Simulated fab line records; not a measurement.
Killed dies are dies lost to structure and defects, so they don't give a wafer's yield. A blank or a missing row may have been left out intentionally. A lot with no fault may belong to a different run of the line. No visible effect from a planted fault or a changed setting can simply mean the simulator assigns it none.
Which tool did it? + flow nand harc + 11 lots with 33 wafers sampled at 7 steps, on a route of 1159 steps

## WHAT THE GAUGES READ, wafer by wafer
NHARC_P_M2_OVL_MEAS_10: pitch 340 nm.
| lot  | measured     | on         | overlay x nm (nm) | overlay y nm (nm) |
|------|--------------|------------|-------------------|-------------------|
| L265 | day 6 07:48  | overlay-01 | -0.4 0.3 0.5      | -1.8 -1.3 -0.5    |
| L267 | day 6 20:02  | overlay-02 | 2.2 1.6 1.1       | -0.1 -0.4 -0.3    |
| L270 | day 7 07:05  | overlay-01 | -1.3 -0.2 -0.9    | 0.5 0.2 1.0       |
| L271 | day 7 14:23  | overlay-01 | 0.8 0.7 0.8       | 0.4 0.6 0.1       |
| L274 | day 8 05:41  | overlay-01 | -0.7 -0.5 -0.6    | 0.3 -0.5 -1.0     |
| L275 | day 8 20:25  | overlay-02 | -0.3 -0.3 -0.2    | -1.0 -1.0 -0.7    |
| L276 | day 8 21:25  | overlay-01 | 1.3 1.4 0.9       | 0.5 -0.1 0.1      |
| L279 | day 9 17:15  | overlay-02 | -0.4 -1.2 -0.3    | 0.6 1.3 0.5       |
| L281 | day 9 21:55  | overlay-02 | -0.9 -0.5 -0.7    | 0.4 0.7 0.8       |
| L283 | day 10 08:00 | overlay-02 | 0.0 0.2 -0.5      | -0.7 -0.7 -1.3    |
| L286 | day 11 07:57 | overlay-01 | -1.0 -2.0 -1.1    | 1.4 1.2 0.6       |

NHARC_P_M2_THK_MEAS_24: measures by xrf.
| lot  | measured     | on            | thk nm (nm)       |
|------|--------------|---------------|-------------------|
| L265 | day 6 10:19  | film metro-02 | 145.3 143.6 144.9 |
| L267 | day 6 22:38  | film metro-02 | 144.0 142.9 144.9 |
| L270 | day 7 09:45  | film metro-02 | 145.9 143.5 145.0 |
| L271 | day 7 17:26  | film metro-01 | 142.6 142.3 145.8 |
| L274 | day 8 08:19  | film metro-01 | 141.8 143.8 145.9 |
| L275 | day 8 22:59  | film metro-02 | 28.0 29.5 28.8    |
| L276 | day 8 23:59  | film metro-02 | 29.1 28.7 31.7    |
| L279 | day 9 19:46  | film metro-02 | 146.3 144.3 145.7 |
| L281 | day 10 00:50 | film metro-02 | 143.5 144.0 143.7 |
| L283 | day 10 10:40 | film metro-01 | 144.0 144.5 144.0 |
| L286 | day 11 10:29 | film metro-01 | 142.5 142.8 141.6 |

NHARC_END_SORT_01.
| lot  | measured     | on        | defect limited yield (%) | killed at array | killed at other | killed at periphery | killed dies | killed open | killed short | sort_bin_2_pct (%) | sort_bin_3_pct (%) | sort_bin_4_pct (%) | sort n pass | sort rim yield pct (%) | sort yield pct (%) |
|------|--------------|-----------|--------------------------|-----------------|-----------------|---------------------|-------------|-------------|--------------|--------------------|--------------------|--------------------|-------------|------------------------|--------------------|
| L265 | day 19 04:53 | prober-02 | 97.0 97.8 96.9           | 16 13 14        | 1 0 0           | 3 2 7               | 20 15 21    | 4 2 6       | 2 4 2        | 0.6 0 1.3          | 0.59 0.15 0        | 1.8 2.1 1.8        | 657 662 656 | 96.2 94.3 93.4         | 97.0 97.8 96.9     |
| L271 | day 20 15:57 | prober-01 | 93.9 93.9 94.5           | 34 35 34        | 1 2 1           | 6 4 2               | 41 41 37    | 4 3 2       | 1 1 2        | 2.1 2.4 2.5        | 0.74 0 0.15        | 3.2 3.7 2.8        | 636 636 640 | 95.3 96.2 96.2         | 93.9 93.9 94.5     |
| L274 | day 21 03:26 | prober-02 | 96.2 95.4 94.8           | 24 28 31        | 0 0 1           | 2 3 3               | 26 31 35    | 2 2 5       | 2 0 3        | 1.3 1.3 1.5        | 0.30 0.59 0.15     | 2.2 2.7 3.5        | 651 646 642 | 96.2 99.1 96.2         | 96.2 95.4 94.8     |
| L275 | day 21 18:22 | prober-02 | 0 0 0                    | 19 19 11        | 0 0 0           | 658 658 666         | 677 677 677 | 4 8 1       | 2 3 3        | 98.1 97.5 99.0     | 0.15 0.15 0        | 1.8 2.4 1.0        | 0 0 0       | 0 0 0                  | 0 0 0              |
| L276 | day 21 18:23 | prober-01 | 0 0 0                    | 39 36 34        | 1 0 0           | 637 641 643         | 677 677 677 | 1 6 3       | 2 3 2        | 95.0 95.7 96.3     | 0.59 0.30 0.30     | 4.4 4.0 3.4        | 0 0 0       | 0 0 0                  | 0 0 0              |
| L279 | day 22 02:53 | prober-02 | 97.3 94.8 95.9           | 12 34 25        | 3 0 2           | 3 1 1               | 18 35 28    | 2 5 3       | 3 1 1        | 0.6 1.9 1.6        | 0.59 0.15 0.30     | 1.5 3.1 2.2        | 659 642 649 | 96.2 97.2 97.2         | 97.3 94.8 95.9     |
| L281 | day 23 12:23 | prober-02 | 93.4 92.5 95.1           | 37 45 31        | 1 0 0           | 7 6 2               | 45 51 33    | 7 2 3       | 4 2 2        | 1.9 3.5 1.5        | 0.59 0.44 0.74     | 4.1 3.5 2.7        | 632 626 644 | 98.1 94.3 99.1         | 93.4 92.5 95.1     |
| L283 | day 23 06:13 | prober-02 | 97.0 95.6 96.5           | 17 29 24        | 0 0 0           | 3 1 0               | 20 30 24    | 1 4 1       | 4 3 2        | 0.7 1.3 1.8        | 0.15 0.59 0.15     | 2.1 2.5 1.6        | 657 647 653 | 93.4 96.2 94.3         | 97.0 95.6 96.5     |

## WHICH TOOL RAN EACH LOT (tool, then ch and the chambers of the sampled wafers, then the start)
| lot  | NHARC_P_M1_PRE_CLEAN_32         | NHARC_P_M2_ECD_22              | NHARC_P_M2_ANNEAL_31             | NHARC_P_M2_CMP_23             |
|------|---------------------------------|--------------------------------|----------------------------------|-------------------------------|
| L265 | pecvd-03 ch 1,2, day 6 06:23    | ecd cu-02 ch 0,1, day 6 09:22  | rtp anneal-01 ch 0, day 6 09:45  | cmp-04 ch 1,2,3, day 6 09:59  |
| L267 | pecvd-01 ch 0,1,2, day 6 18:39  | ecd cu-01 ch 0,1, day 6 21:40  | rtp anneal-01 ch 0, day 6 22:02  | cmp-02 ch 0,1, day 6 22:22    |
| L270 | pecvd-03 ch 1,2, day 7 05:41    | ecd cu-01 ch 0,1, day 7 08:43  | rtp anneal-02 ch 0, day 7 09:05  | cmp-04 ch 0,1, day 7 09:26    |
| L271 | pecvd-04 ch 0,2, day 7 12:57    | ecd cu-02 ch 0,1, day 7 16:30  | rtp anneal-01 ch 0, day 7 16:53  | cmp-02 ch 0,1,3, day 7 17:09  |
| L274 | pecvd-03 ch 0,1,2, day 8 04:18  | ecd cu-01 ch 0,1, day 8 07:17  | rtp anneal-01 ch 0, day 8 07:43  | cmp-03 ch 1,2,3, day 8 08:02  |
| L275 | pecvd-01 ch 0,1, day 8 19:01    | ecd cu-02 ch 0,1, day 8 21:58  | rtp anneal-01 ch 0, day 8 22:20  | cmp-02 ch 0,2,3, day 8 22:43  |
| L276 | pecvd-03 ch 0,1, day 8 20:00    | ecd cu-02 ch 0,1, day 8 22:55  | rtp anneal-01 ch 0, day 8 23:19  | cmp-03 ch 0,1,2, day 8 23:40  |
| L279 | pecvd-03 ch 0,1, day 9 15:40    | ecd cu-02 ch 0,1, day 9 18:47  | rtp anneal-01 ch 0, day 9 19:09  | cmp-03 ch 0,2,3, day 9 19:30  |
| L281 | pecvd-01 ch 1,2, day 9 20:37    | ecd cu-02 ch 0,1, day 9 23:38  | rtp anneal-01 ch 0, day 10 00:10 | cmp-03 ch 0,1, day 10 00:32   |
| L283 | pecvd-01 ch 0,1,2, day 10 06:41 | ecd cu-02 ch 0,1, day 10 09:41 | rtp anneal-02 ch 0, day 10 10:04 | cmp-03 ch 1,2,3, day 10 10:22 |
| L286 | pecvd-03 ch 0,1,2, day 11 06:34 | ecd cu-01 ch 0,1, day 11 09:28 | rtp anneal-02 ch 0, day 11 09:50 | cmp-03 ch 0,1,3, day 11 10:10 |
- NHARC_P_M1_PRE_CLEAN_32: time 12 s.
- NHARC_P_M2_ECD_22: material Cu, target thk 400 nm.
- NHARC_P_M2_ANNEAL_31: time 90 s.
- NHARC_P_M2_CMP_23: polishes, t overpolish 20 s, target thk 144.3 nm.

## WHAT THE TOOLS THEMSELVES READ (means of the sampled wafers that have a number; where no wafer has one, the mark that the record gives instead)
NHARC_P_M1_PRE_CLEAN_32.
| lot  | tool     | heater power w (W) |
|------|----------|--------------------|
| L265 | pecvd-03 | 564                |
| L267 | pecvd-01 | 607                |
| L270 | pecvd-03 | 539                |
| L271 | pecvd-04 | 671                |
| L274 | pecvd-03 | 548                |
| L275 | pecvd-01 | 645                |
| L276 | pecvd-03 | 578                |
| L279 | pecvd-03 | 554                |
| L281 | pecvd-01 | 591                |
| L283 | pecvd-01 | 606                |
| L286 | pecvd-03 | 562                |

NHARC_P_M2_ECD_22.
| lot  | tool      | bath heat duty pct (%) | bath temp c (C) |
|------|-----------|------------------------|-----------------|
| L265 | ecd cu-02 | 5.5                    | 24.99           |
| L267 | ecd cu-01 | 7.4                    | 25.03           |
| L270 | ecd cu-01 | 6.9                    | 24.91           |
| L271 | ecd cu-02 | 6.1                    | 25.10           |
| L274 | ecd cu-01 | 7.2                    | 24.99           |
| L275 | ecd cu-02 | -                      | -               |
| L276 | ecd cu-02 | -                      | -               |
| L279 | ecd cu-02 | 5.9                    | 25.01           |
| L281 | ecd cu-02 | 6.0                    | 25.01           |
| L283 | ecd cu-02 | 5.6                    | 24.99           |
| L286 | ecd cu-01 | 7.1                    | 24.95           |

NHARC_P_M2_ANNEAL_31.
| lot  | tool          | wafer_temp_C_max |
|------|---------------|------------------|
| L265 | rtp anneal-01 | 226.5            |
| L267 | rtp anneal-01 | 226.5            |
| L270 | rtp anneal-02 | 226.1            |
| L271 | rtp anneal-01 | 226.6            |
| L274 | rtp anneal-01 | 226.6            |
| L275 | rtp anneal-01 | 226.5            |
| L276 | rtp anneal-01 | 226.9            |
| L279 | rtp anneal-01 | 226.7            |
| L281 | rtp anneal-01 | 226.7            |
| L283 | rtp anneal-02 | 226.7            |
| L286 | rtp anneal-02 | 226.2            |

NHARC_P_M2_CMP_23.
| lot  | tool   | edge zone pressure frac | motor current A (A) | retaining ring pressure frac | time to endpoint s (s) |
|------|--------|-------------------------|---------------------|------------------------------|------------------------|
| L265 | cmp-04 | 0.998                   | 10.6                | 0.995                        | 31.5                   |
| L267 | cmp-02 | 0.997                   | 10.4                | 1.000                        | 28.2                   |
| L270 | cmp-04 | 1.001                   | 10.2                | 1.002                        | 29.1                   |
| L271 | cmp-02 | 1.005                   | 11.5                | 0.999                        | 28.7                   |
| L274 | cmp-03 | 0.999                   | 12.8                | 0.997                        | 25.9                   |
| L275 | cmp-02 | 0.998                   | 11.9                | 0.998                        | 0.0                    |
| L276 | cmp-03 | 0.998                   | 13.5                | 1.001                        | 1.2                    |
| L279 | cmp-03 | 1.001                   | 12.4                | 1.000                        | 27.4                   |
| L281 | cmp-03 | 1.006                   | 12.7                | 1.002                        | 28.0                   |
| L283 | cmp-03 | 1.004                   | 12.6                | 1.000                        | 23.8                   |
| L286 | cmp-03 | 0.999                   | 12.2                | 1.004                        | 26.0                   |

## THE ANSWER, worked out from the rows above alone
Rule: the lots themselves supply what counts as usual. The widest of any qualifying gaps counts: lots, ordered by their means at a reading, are off when they make up no more than a third of the lots, leave a main group of 4 or more, and stand apart from it by 3 or more times the standard deviation of that group's means. A main group whose means are all the same, to the digits that the tables above print for the reading, isn't used. A lot without any number at a reading at which 4 lots or more have one is off too. Where the step has rows for the other lots, those lots are counted as sound. The gauges are gone through in route order, then the tools' own readings, and for those a lot's mean is taken as printed above. At the first step where some lot is off, the reading lying furthest off is the one used; lots without a number count as furthest.
Off, at NHARC_P_M2_THK_MEAS_24 on thk nm: L275, L276. The main group: mean 144.0 nm, standard deviation 0.83.
A tool fits if, at a process step before that reading, it ran every lot that is off, and no sound lot after the first of them. The gauges at NHARC_P_M2_THK_MEAS_24 aren't tried: what is off there is off at NHARC_END_SORT_01 too, on other tools, and a gauge's error can't cause that. Not one of the candidates tried fits.

## WHAT THE SIMULATOR PUT IN
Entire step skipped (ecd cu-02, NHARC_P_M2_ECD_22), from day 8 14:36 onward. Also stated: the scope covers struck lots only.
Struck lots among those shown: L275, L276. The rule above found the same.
